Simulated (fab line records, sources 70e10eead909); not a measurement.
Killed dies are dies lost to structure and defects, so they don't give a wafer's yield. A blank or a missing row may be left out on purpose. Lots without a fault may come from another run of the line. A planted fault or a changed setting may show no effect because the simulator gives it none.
fab line records | flow nand_harc
record lots=5 wafers=15 last_day=33
route steps=1302 shown P_GATE@170
lots that met no fault: from a run of the same line without faults
start_h: hours from the record's first day to the start of the lot's first wafer shown | wait_h: hours since the lot's step before | " the same as in the row above | L1.1+2: a row that stands for several wafers | - no value, or no start given | * or withheld: withheld | < > ~ a bound
route shown NAME@n: a module of which the file shows steps, and the number in the route of the first | usual: mean/standard deviation of fault-free wafers | same: alike in all rows | chamber/n: place in a boat | sites: the reading at each site | _std_site: their standard deviation | _edge_site: outer sites' mean less inner sites' | radius_mm: how far each site lies from the wafer's centre | mask NAME#n: copy n | behind: the tool/chamber that last shaped the wafer | hold: why the lot was held/for how many hours/how that ended | device: the transistor (n, p or np) that didn't switch | end of line: the same wafers' tests at the end of the route | a step without rows: its recipe alone | killed: dies lost to structure and defects at the first sort, not the wafer's yield | map: a wafer's dies, x killed, . not, _ none there
set.NAME: the setting as run; set.NAME@STEP: as run at that earlier step | model.NAME: the simulator's own value behind a step, which no gauge read
lots at some steps of the route; a table a step, a row a wafer
services: from which hour (start_h, from the record's first day; less than 0 if before it) a tool's chamber was out of use, for how many hours, and why
## steps
# step NHARC_P_GATE_CD_MEAS_46
# recipe target_cd_nm=720 landing_energy_ev=500
# usual cd_nm=719.6/1.1
# columns lot.wafer tool chamber start_h wait_h cd_nm
L142.2 cd_sem-01 0 107.47 - 719.9
L142.3 " 0 " " 720.3
L142.5 " 0 " " 719.7
L146.1 cd_sem-01 0 145.09 - 717.6
L146.2 " 0 " " 717.4
L146.5 " 0 " " 719.2
L153.2 cd_sem-02 0 216.48 - 720.6
L153.5 " 0 " " 720.6
L153.6 " 0 " " 720.9
L156.1 cd_sem-02 0 255.79 - 717.6
L156.4 " 0 " " 718.8
L156.5 " 0 " " 718.4
L165.2 cd_sem-02 0 338.88 - 719.2
L165.3 " 0 " " 719.0
L165.6 " 0 " " 720.0
# step NHARC_P_GATE_HARDBAKE_47
# recipe temp_c=125 time_s=80
# step NHARC_P_GATE_DESCUM_48
# recipe time_s=3 o2_flow_sccm=200 ar_flow_sccm=0 bias_power_w=0 chemistry=O2
# usual drypump_motor_current_A=6.0/0.47 oes_product_au=1.003/0.0069 rf_vpp_V=57.8/0.84 showerhead_plenum_p_Torr=1.94/0.07 throttle_valve_pct=11.312/0.009
# columns lot.wafer tool chamber start_h wait_h drypump_motor_current_A oes_product_au rf_hours_counter_h rf_vpp_V showerhead_plenum_p_Torr throttle_valve_pct
L142.2 rie_diel-07 1 107.62 - 6.5 1.007 8 57.5 2.03 11.313
L142.3 " 2 " " 5.7 1.013 7 57.4 1.96 11.325
L142.5 " 3 " " 5.9 1.007 - 56.8 1.95 11.303
L146.1 rie_diel-03 1 145.28 - 6.7 0.991 2 58.6 1.92 11.313
L146.2 " 2 " " 5.7 1.014 2 56.9 1.81 11.312
L146.5 " 3 " " 6.0 1.004 - 57.2 1.80 11.311
L153.2 rie_diel-07 2 216.67 - 5.7 1.007 4 57.9 1.96 11.304
L153.6 " 0 " " 6.4 1.009 - 59.8 2.01 11.310
L153.5 " 1 " " 6.5 1.007 - 57.9 2.03 11.306
L156.4 rie_diel-12 3 255.96 - 5.9 0.996 10 59.1 1.91 11.304
L156.1 " 0 " " 4.7 1.008 9 57.1 1.89 11.309
L156.5 " 3 " " 5.9 0.992 - 56.7 1.91 11.330
L165.2 rie_diel-12 1 339.16 - 6.2 1.011 6 57.3 1.95 11.314
L165.3 " 2 " " 6.5 0.997 6 56.8 2.03 11.313
L165.6 " 1 " " 6.2 1.006 - 57.6 1.95 11.292
# step NHARC_P_GATE_IMPLANT_49
# recipe energy_kev=30 dose_cm2=3e+15 tilt_deg=7
# step NHARC_P_GATE_STRIP_111
# recipe power_w=1500 temp_c=110 time_s=250 chemistry=N2/H2
# usual drypump_motor_current_A=5.6/0.68 heater_power_w=90/6.5 temp_c=110.01/0.14
# columns lot.wafer tool chamber start_h wait_h drypump_motor_current_A heater_power_w rf_hours_counter_h temp_c
L142.2 plasma_asher-01 1 108.02 0.2 6.6 90 23 110.09
L142.3 " 1 " " 6.6 88 - 109.89
L142.5 " 1 " " 6.6 91 - 110.06
L146.2 plasma_asher-01 1 145.62 0.2 6.6 89 31 110.11
L146.1 " 0 " " 5.4 88 31 110.01
L146.5 " 1 " " 6.6 89 - 110.20
L153.2 plasma_asher-01 1 217.01 0.2 6.6 91 6 109.89
L153.5 " 1 " " 6.6 90 - 109.96
L153.6 " 0 " " 5.4 86 - 109.88
L156.1 plasma_asher-01 1 256.32 0.2 6.6 86 16 109.96
L156.4 " 1 " " 6.6 90 - 109.96
L156.5 " 1 " " 6.6 89 - 110.00
L165.2 plasma_asher-02 1 339.57 0.2 5.0 99 15 109.92
L165.3 " 1 " " 5.0 101 - 110.26
L165.6 " 1 " " 5.0 102 - 109.96
# step NHARC_P_GATE_STRIP_75
# recipe power_w=1500 temp_c=250 chemistry=O2
# usual drypump_motor_current_A=5.6/0.67 heater_power_w=337/23 temp_c=249.98/0.17
# columns lot.wafer tool chamber start_h wait_h drypump_motor_current_A heater_power_w rf_hours_counter_h temp_c
L142.2 plasma_asher-01 1 108.32 0.3 6.6 326 24 250.07
L142.3 " 1 " " 6.5 333 - 250.04
L142.5 " 1 " " 6.6 328 - 249.98
L146.2 plasma_asher-01 1 145.93 0.3 6.6 333 31 250.03
L146.1 " 0 " " 5.4 332 31 249.65
L146.5 " 1 " " 6.6 325 - 250.13
L153.2 plasma_asher-01 1 217.32 0.3 6.5 323 6 249.95
L153.5 " 1 " " 6.6 332 - 250.05
L153.6 " 0 " " 5.4 328 - 250.11
L156.1 plasma_asher-01 1 256.62 0.3 6.6 344 16 250.08
L156.4 " 1 " " 6.6 334 - 249.82
L156.5 " 1 " " 6.6 329 - 249.79
L165.2 plasma_asher-02 1 339.83 0.2 5.0 376 15 250.09
L165.3 " 1 " " 5.0 373 - 250.07
L165.6 " 1 " " 5.0 374 - 250.37
# step NHARC_P_GATE_STRIP_50
# recipe time_s=900 temp_c=130 chemistry=SPM
# step NHARC_P_GATE_DEHYDRATE_51
# recipe temp_c=150 time_s=120
# step NHARC_P_GATE_HMDS_52
# recipe time_s=30
# step NHARC_P_GATE_COAT_53
# recipe spin_rpm=3000
# step NHARC_P_GATE_SOFTBAKE_54
# recipe temp_c=122 time_s=95
# step NHARC_P_GATE_EBR_55
# step NHARC_P_GATE_EXPOSE_56
# recipe na=0.6 target_cd_nm=720 dose_mj=14.81 mask_id=P_PSD
# usual exposure_dose_mJ_cm2=14.812/0.015
# same na=0.6
# columns lot.wafer tool chamber start_h wait_h mask exposure_dose_mJ_cm2
L142.2 krf_scanner-02 0 108.97 - P_PSD#0 14.844
L142.3 " 0 " " P_PSD#0 14.825
L142.5 " 0 " " P_PSD#0 14.838
L146.1 krf_scanner-04 0 146.69 - P_PSD#0 14.799
L146.2 " 0 " " P_PSD#0 14.797
L146.5 " 0 " " P_PSD#0 14.791
L153.2 krf_scanner-03 0 217.97 - P_PSD#0 14.809
L153.5 " 0 " " P_PSD#0 14.812
L153.6 " 0 " " P_PSD#0 14.800
L156.1 krf_scanner-03 0 257.39 - P_HVN#0 14.826
L156.4 " 0 " " P_HVN#0 14.839
L156.5 " 0 " " P_HVN#0 14.795
L165.2 krf_scanner-03 0 340.59 - P_PSD#0 14.815
L165.3 " 0 " " P_PSD#0 14.813
L165.6 " 0 " " P_PSD#0 14.832
# step NHARC_P_GATE_PEB_57
# recipe peb_temp_c=118 peb_time_s=85
# step NHARC_P_GATE_DEVELOP_58
# recipe time_s=70
# step NHARC_P_GATE_CD_MEAS_59
# recipe target_cd_nm=720 landing_energy_ev=500
# usual cd_nm=720.5/1.5
# columns lot.wafer tool chamber start_h wait_h cd_nm
L142.2 cd_sem-01 0 109.12 - 719.5
L142.3 " 0 " " 718.4
L142.5 " 0 " " 719.8
L146.1 cd_sem-01 0 146.85 - 717.8
L146.2 " 0 " " 718.0
L146.5 " 0 " " 720.8
L153.2 cd_sem-03 0 218.12 - 719.9
L153.5 " 0 " " 716.9
L153.6 " 0 " " 719.9
L156.1 cd_sem-02 0 257.55 - -
L156.4 " 0 " " -
L156.5 " 0 " " -
L165.2 cd_sem-02 0 340.74 - 720.7
L165.3 " 0 " " 720.0
L165.6 " 0 " " 720.8
# step NHARC_P_GATE_HARDBAKE_60
# recipe temp_c=125 time_s=80
## services
# columns tool chamber start_h hours kind
rie_diel-12 - 91.40 9.0 pm
krf_scanner-02 - 94.00 4.0 pm
rie_diel-07 0 101.16 8.5 repair
rie_diel-03 - 104.30 9.0 pm
rie_diel-12 1 106.97 8.4 repair
rie_diel-07 3 110.31 12.4 repair
rie_diel-07 - 117.20 9.0 pm
rie_diel-03 3 130.39 3.5 repair
krf_scanner-02 - 137.36 1.0 repair
krf_scanner-03 - 138.16 36.7 repair
krf_scanner-02 - 141.70 5.7 repair
rie_diel-07 3 143.69 3.9 repair
rie_diel-12 0 154.96 13.8 repair
plasma_asher-01 - 166.11 9.0 pm
rie_diel-12 1 190.87 25.7 repair
krf_scanner-03 - 224.00 4.0 pm
plasma_asher-02 - 249.07 9.0 pm
rie_diel-12 - 268.40 9.0 pm
plasma_asher-02 - 271.47 13.1 repair
rie_diel-07 - 294.20 9.0 pm
rie_diel-12 - 303.82 0.9 repair
rie_diel-07 2 306.39 11.2 repair
rie_diel-07 2 323.13 7.8 repair
rie_diel-07 - 330.06 0.1 repair
## key
first_sign step=NHARC_P_GATE_EXPOSE_56 reading=mask direction=changed
effect step=NHARC_P_GATE_CD_MEAS_59 reading=cd_nm direction=missing
met_at NHARC_P_GATE_EXPOSE_56
struck_wafers L156.1,L156.4,L156.5
later_rows_left_out L156.1,L156.4,L156.5
sort_left_out L156.1,L156.4,L156.5
tester_left_out L156
onset_between 217.97 257.39
fault kind=wrong_mask tool=any chamber=- onset_h=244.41 steps=NHARC_P_GATE_EXPOSE_56 aux_copy=P_HVN#0 scope=struck_lots_only
# tester_left_out: of these lots the tester's yield and bins aren't shown, on N5 and GAA mostly nor the transistor test; their killed dies are dies lost to structure and defects alone, not to doping, threshold or leakage, so they don't give the yield
# sort_left_out: the simulated sort isn't trusted on such a fault, so these wafers' sort isn't shown, and their yield isn't known
# later_rows_left_out: the simulator's readings of these wafers behind a module that went badly wrong aren't trusted and aren't shown, but for the sort
